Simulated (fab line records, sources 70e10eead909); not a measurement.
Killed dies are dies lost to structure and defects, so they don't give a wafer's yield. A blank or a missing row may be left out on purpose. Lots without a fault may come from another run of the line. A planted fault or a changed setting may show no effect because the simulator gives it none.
Which tool did it? | flow nand_harc | 6 lots, 18 wafers sampled, at 2 steps of a route of 1302

WHAT THE GAUGES READ, wafer by wafer
NHARC_A_CONTACT_CD_MEAS_15.
lot  | measured     | on        | cd_nm (nm)
L429 | day 23 18:11 | cd_sem-03 | 189.2 189.4 190.3
L430 | day 24 03:08 | cd_sem-02 | 190.3 190.3 190.3
L433 | day 25 16:43 | cd_sem-02 | 189.7 189.8 190.1
L438 | day 27 07:17 | cd_sem-03 | 190.1 189.6 190.4
L442 | day 29 19:53 | cd_sem-02 | 188.3 190.2 188.8
L450 | day 32 08:55 | cd_sem-01 | 191.0 190.2 190.7

WHICH TOOL RAN EACH LOT (tool, then ch and the chambers of the sampled wafers, then the start)
lot  | NHARC_A_CONTACT_ETCH_98
L429 | rie_diel-03 ch 0,2,3, day 23 18:11 or earlier
L430 | rie_diel-07 ch 1,2,3, day 24 03:08 or earlier
L433 | rie_diel-11 ch 1,2,3, day 25 16:43 or earlier
L438 | rie_diel-03 ch 1,2, day 27 07:11
L442 | rie_diel-03 ch 0,1,2, day 29 19:53 or earlier
L450 | rie_diel-03 ch 1,2,3, day 32 08:55 or earlier
- NHARC_A_CONTACT_ETCH_98: etches the open film in C4F6/O2, target depth 20 nm, time 10 s.

THE ANSWER, worked out from the rows above alone
Rule: what is usual is taken from the lots themselves. Put in order of their means at a reading, lots are off if they are a third of the lots or fewer, leave a main group of 4 or more, and stand apart from it by a gap of 3 or more times the standard deviation of the main group's means; of several such gaps the widest counts. A main group whose means are all the same, to the digits that the tables above print for the reading, isn't used. A lot without any number at a reading at which 4 lots or more have one is off too. The other lots that the step has rows for count as sound.
No lot is off at any reading shown: from this, nothing can be told.

WHAT THE SIMULATOR HAD PUT IN
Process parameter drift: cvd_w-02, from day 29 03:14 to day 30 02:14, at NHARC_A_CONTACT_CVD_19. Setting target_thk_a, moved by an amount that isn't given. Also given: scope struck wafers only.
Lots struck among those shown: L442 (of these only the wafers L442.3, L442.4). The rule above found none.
